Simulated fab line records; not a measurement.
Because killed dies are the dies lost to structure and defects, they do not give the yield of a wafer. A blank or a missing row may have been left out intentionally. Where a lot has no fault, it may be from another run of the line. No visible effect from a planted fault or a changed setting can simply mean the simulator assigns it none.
Matching of chambers || flow n5Finfet || N5_BEOL_M3_ILD_DEP_00 on pecvd-02: 3 sister chambers
The step deposits SiOC from DEMS/O2, target thk 79 nm, time 15.3 s. 3 wafers are shown with their chamber, then 7 later ones without.

== EACH WAFER AND ITS CHAMBER ==
{"wafer": "L088.3", "chamber": 1, "throttleValvePct (%)": 12.2}
{"wafer": "L093.3", "chamber": 0, "throttleValvePct (%)": 11.4}
{"wafer": "L093.4", "chamber": 2, "throttleValvePct (%)": 11.5}

== WAFERS WHOSE CHAMBER IS MISSING ==
{"wafer": "L093.6", "throttleValvePct (%)": 11.8}
{"wafer": "L094.1", "throttleValvePct (%)": 11.6}
{"wafer": "L094.4", "throttleValvePct (%)": 12.5}
{"wafer": "L094.5", "throttleValvePct (%)": 11.2}
{"wafer": "L095.1", "throttleValvePct (%)": 11.3}
{"wafer": "L095.4", "throttleValvePct (%)": 11.4}
{"wafer": "L095.6", "throttleValvePct (%)": 11.3}

== CHAMBER TAKEN BY EACH ==
{"wafer": "L093.6", "from the rows above": "can't be placed: 2 or 1 or 0", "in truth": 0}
{"wafer": "L094.1", "from the rows above": "can't be placed: 2 or 0", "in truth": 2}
{"wafer": "L094.4", "from the rows above": 1, "in truth": 1}
{"wafer": "L094.5", "from the rows above": "can't be placed: 0 or 2", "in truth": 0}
{"wafer": "L095.1", "from the rows above": "can't be placed: 0 or 2", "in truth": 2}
{"wafer": "L095.4", "from the rows above": "can't be placed: 0 or 2", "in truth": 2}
{"wafer": "L095.6", "from the rows above": "can't be placed: 0 or 2", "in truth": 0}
1 of 7 placed correctly. Cannot be placed on the basis of these rows: 6; the candidates contain the true chamber in 6. Placed wrongly: 0.
How it was worked out, from the rows above alone: a wafer's distance from a chamber is the root of the sum, over the readings, of the square of ((its reading less the chamber's mean) divided by the reading's scatter). The wafer belongs to the nearest chamber; if the next one is less than 2 further off, it can't be placed. The mean given for a chamber averages the wafers shown for that chamber. The scatter: root of mean squared gap, hidden wafer to nearest shown wafer, with one shown wafer a chamber.
